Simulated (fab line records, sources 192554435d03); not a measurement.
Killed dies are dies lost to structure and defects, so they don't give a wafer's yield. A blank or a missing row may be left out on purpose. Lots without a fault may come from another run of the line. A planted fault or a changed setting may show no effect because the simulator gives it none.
Chamber matching | flow n5_finfet | N5_BEOL_M12_VIA_ETCH_16 on rie_diel-02: 4 sister chambers
The step etches SiOC in C4F8/O2/Ar, target depth 724.8 nm. 4 wafers are shown with their chamber, then 10 later ones without.

WAFERS WITH THEIR CHAMBER
wafer  | chamber | drypump_motor_current_A (A)
L086.4 | 1       | 5.7
L086.6 | 2       | 5.4
L093.1 | 0       | 5.2
L093.3 | 3       | 5.9

WAFERS WITHOUT THEIR CHAMBER
wafer  | drypump_motor_current_A (A)
L093.5 | 5.9
L094.1 | 5.7
L094.2 | 5.3
L094.5 | 5.7
L095.3 | 5.9
L095.5 | 5.9
L095.6 | 5.2
L097.2 | 5.8
L097.3 | 5.7
L097.4 | 5.2

WHICH CHAMBER EACH WENT THROUGH
wafer  | from the rows above     | in truth
L093.5 | 3                       | 3
L094.1 | 1                       | 1
L094.2 | can't be placed: 0 or 2 | 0
L094.5 | 1                       | 1
L095.3 | 3                       | 3
L095.5 | 3                       | 3
L095.6 | 0                       | 0
L097.2 | can't be placed: 1 or 3 | 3
L097.3 | 1                       | 1
L097.4 | 0                       | 0
Placed correctly: 8 of 10. Can't be placed from these rows: 2 (the true chamber is among the candidates in 2). Placed wrongly: 0.
How it was worked out, from the rows above alone: a wafer's distance from a chamber is the root of the sum, over the readings, of the square of ((its reading less the chamber's mean) divided by the reading's scatter). The wafer belongs to the nearest chamber; if the next one is less than 2 further off, it can't be placed. A chamber's mean is the mean of its shown wafers. The scatter: with one shown wafer a chamber, the root of the mean of the squares of how far each hidden wafer lies from its nearest shown one.
